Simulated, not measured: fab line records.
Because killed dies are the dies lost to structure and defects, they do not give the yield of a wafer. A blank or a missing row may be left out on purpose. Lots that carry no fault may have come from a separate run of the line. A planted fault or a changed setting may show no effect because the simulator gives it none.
Matching of chambers -- flow nand_harc -- NHARC_A_WL_FILL_ALD_00 on ald_hk-02: 4 sister chambers
The step deposits Al2O3, target thk 3 nm, pulse time 3 s, ald cycles 30. 4 wafers are shown with their chamber, then 7 later ones without.

## WAFERS, EACH WITH ITS CHAMBER
wafer,chamber,heater_power_w (W)
L079.6,3,439
L086.5,2,514
L089.1,1,444
L089.3,0,610

## WAFERS WITH NO CHAMBER GIVEN
wafer,heater_power_w (W)
L089.4,492
L091.4,620
L091.5,607
L091.6,441
L092.3,510
L092.4,435
L092.6,607

## WHICH CHAMBER EACH ONE RAN IN
wafer,from the rows above,in truth
L089.4,2,2
L091.4,0,0
L091.5,0,0
L091.6,can't be placed: 3 or 1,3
L092.3,2,2
L092.4,can't be placed: 3 or 1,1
L092.6,0,0
Placed correctly: 5 of 7. Cannot be placed on the basis of these rows: 2; the candidates contain the true chamber in 2. Placed wrongly: 0.
How it was worked out, from the rows above alone: a wafer's distance from a chamber is the root of the sum, over the readings, of the square of ((its reading less the chamber's mean) divided by the reading's scatter). If the next closest chamber is less than 2 further off than the closest, the wafer can't be placed; otherwise it belongs to the closest. A chamber's mean is the mean of its shown wafers. The scatter: with one shown wafer a chamber, the root of the mean of the squares of how far each hidden wafer lies from its nearest shown one.
